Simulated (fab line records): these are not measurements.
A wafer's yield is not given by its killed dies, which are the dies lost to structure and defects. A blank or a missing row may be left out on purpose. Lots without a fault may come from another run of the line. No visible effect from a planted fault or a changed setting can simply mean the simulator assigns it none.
Split-lot study    flow n5Finfet    route with 1938 steps; 7 lots, 21 wafers read

## SPLIT DETAILS
At N5_HKMG_FIN_ETCH_54 (etches SiARC in CF4, target depth 45.5 nm, time 75.8 s), the setting sourceW was moved away from the recipe's 545 W on 7 of the 21 wafers read, by -10.1% to +16.6%. For the rest of the wafers, this setting stayed at what the recipe calls for.

Reading taken at the split's own step.

## THE READING
rfVppV, in V, at N5_HKMG_FIN_ETCH_54 (etches SiARC in CF4, target depth 45.5 nm, time 75.8 s). On this fab line, fault-free wafers typically give 184.1 V with a standard deviation of 1.3 V.

wafer   tool, chamber at the split  sourceW as run, W  against the recipe  rfVppV, V  against lot-mates on the recipe
L074.2  rieDiel-06, 3               545                recipe              184.6      -
L074.3  rieDiel-06, 0               635.5              +16.6%              175.9      -8.7
L074.4  rieDiel-06, 1               635.5              +16.6%              175.9      -8.7
L076.3  rieDiel-01, 0               545                recipe              183.0      -
L076.4  rieDiel-01, 3               545                recipe              183.9      -
L076.6  rieDiel-01, 3               545                recipe              182.0      -
L080.3  rieDiel-06, 1               490.4              -10.0%              192.8      +7.7
L080.4  rieDiel-06, 0               545                recipe              185.1      -
L080.5  rieDiel-06, 1               490.4              -10.0%              191.7      +6.6
L085.3  rieDiel-06, 0               586.5              +7.6%               182.7      -1.3
L085.4  rieDiel-06, 2               545                recipe              184.0      -
L085.5  rieDiel-06, 2               586.5              +7.6%               178.1      -5.9
L088.4  rieDiel-05, 2               545                recipe              183.3      -
L088.5  rieDiel-05, 3               545                recipe              186.0      -
L088.6  rieDiel-05, 0               545                recipe              183.1      -
L091.1  rieDiel-05, 3               545                recipe              184.4      -
L091.2  rieDiel-05, 1               545                recipe              184.8      -
L091.6  rieDiel-05, 2               545                recipe              183.7      -
L093.2  rieDiel-05, 3               545                recipe              184.5      -
L093.3  rieDiel-05, 2               545                recipe              184.9      -
L093.5  rieDiel-05, 2               489.9              -10.1%              189.8      +5.1

FIT RESULTS
A straight line over all 21 wafers: rfVppV changes by -0.574 V for each +1% of sourceW; r = -0.95; the points scatter about the line by 1.4 V.
The same after taking each lot's own level away (the mean of its wafers on the recipe; 21 wafers): -0.56 V for each +1%; r = -0.96; scatter 1.1 V.
That fit puts the effect of the largest move of sourceW on the reading at 9.3 V.
Across the lots, their own levels run from 182.97 to 185.10 V, a range of 1.6 times the standard deviation given above.
Hence the lot-to-lot level has little effect on the slope; both slopes agree.
Check: for one of the wafers moved furthest among these (+16.6%), held out of the fit, the line's prediction against its lot-mates is -9.21 V. Against them it came out at -8.7 V.
Tool readings at the split's step, against how far the setting was moved: etchRfOnTimeS r = -0.97; rfVppV r = -0.95.

## ADDITIONAL SPLITS CARRIED BY THESE WAFERS
Before the reading, these wafers also passed through other splits. Each is held against what the fit with the lots' levels taken away leaves over:
other split on the same wafers  wafers away from the commonest value  r with rfVppV (lot level and that fit taken away)
N5_DUMMY_GATE_EXPOSE_12 doseMj  8                                     +0.33
N5_SD_EPI_N_COAT_03 spinRpm     7                                     -0.03
N5_SD_EPI_P_EPI_21 timeS        5                                     +0.40
N5_SD_ACTIVATION_LSA_01 tempC   5                                     -0.13

## THE WHOLE CHAIN: every reading that the file lists as answering this split, in the file's order
step                 what it does                                            reading        change (the file's fit)               r (the file's)
N5_HKMG_FIN_ETCH_54  etches SiARC in CF4, target depth 45.5 nm, time 75.8 s  etchRfOnTimeS  withheld for each +1% of the setting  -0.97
N5_HKMG_FIN_ETCH_54  etches SiARC in CF4, target depth 45.5 nm, time 75.8 s  rfVppV         -0.55 V for each +1% of the setting   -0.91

## THE FILE'S OWN FIT
rfVppV changes by -0.55 V for each +1% of sourceW, r = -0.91.
